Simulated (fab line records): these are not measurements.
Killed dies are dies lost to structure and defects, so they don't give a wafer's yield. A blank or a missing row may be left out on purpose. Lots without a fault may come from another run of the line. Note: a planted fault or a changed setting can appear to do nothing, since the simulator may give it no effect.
The same fault as seen by 2 desks	flow nand_harc	what lay behind the numbers comes last; until then each desk has only its own

## METROLOGY DESK
Means of the sampled wafers that have a number, per lot and without regard to the tool the lot ran on: this is what the gauges read. Marked OUT: a lot whose mean sits more than 4 standard deviations from the usual mean, which makes it out of limits; the brackets give that distance.
Columns: A = thk_nm at NHARC_A_ONON_D1_THK_MEAS_21, usual 998 nm
lot	first seen here	A
L432	day 8 10:20	1005
L431	day 8 10:21	993
L435	day 8 21:28	1000
L434	day 8 21:41	978
L441	day 10 14:34	1210 (+22) OUT
L443	day 11 18:04	999
L445	day 11 18:05	993
L442	day 11 18:23	1132 (+14) OUT
L446	day 12 04:33	996
L448	day 12 04:41	986
L450	day 12 12:01	1003
L451	day 12 22:26	972
L454	day 13 14:41	998
Finding of this desk: L441, L442 out of limits; the first was L441 at day 10 14:34, on thk_nm at NHARC_A_ONON_D1_THK_MEAS_21. L432, L431, L435, L434, L443, L445, L446, L448, L450, L451, L454: within limits.

## THE DEFECT DESK
For each lot, the counts of the inspections along the route, averaged over the sampled wafers that have a number. Marked OUT: a lot whose mean sits more than 4 standard deviations from the usual mean, which makes it out of limits; the brackets give that distance.
Columns: A = raw_defect_count at NHARC_P_BONDPAD_INSPECT_23, usual 334; B = raw_defect_count at NHARC_A_SOURCE_PLATE_INSPECT_08, usual 61
lot	first seen here	A	B
L432	day 6 21:18	405	43
L431	day 6 22:55	333	78
L434	day 7 08:04	306	39
L435	day 7 08:23	201	50
L441	day 8 21:23	756	49
L445	day 9 18:55	323	42
L443	day 9 19:33	219	62
L442	day 9 19:45	297	55
L446	day 10 17:51	470	41
L448	day 10 18:40	370	58
L450	day 11 02:41	244	77
L451	day 11 09:49	422	88
L454	day 12 04:36	241	88
Result from this desk: across the 13 lots, nothing is out of limits.

## PUT TOGETHER
The metrology desk could have raised an alarm at day 10 14:34, on L441, L442.
Nothing out of limits was seen by the defect desk.
The defect desk has L441, L442 on record, within its limits.
The lots listed all ran NHARC_A_ONON_D1_DEP_19 on pecvd_onon-04.

## WHAT HAD BEEN PUT IN BY THE SIMULATOR
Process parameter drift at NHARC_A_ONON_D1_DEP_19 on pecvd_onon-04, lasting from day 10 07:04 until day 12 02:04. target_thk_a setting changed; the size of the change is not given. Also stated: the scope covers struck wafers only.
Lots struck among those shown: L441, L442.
Delay in hours, fault start to first out-of-limits reading, per desk: metrology desk 7.
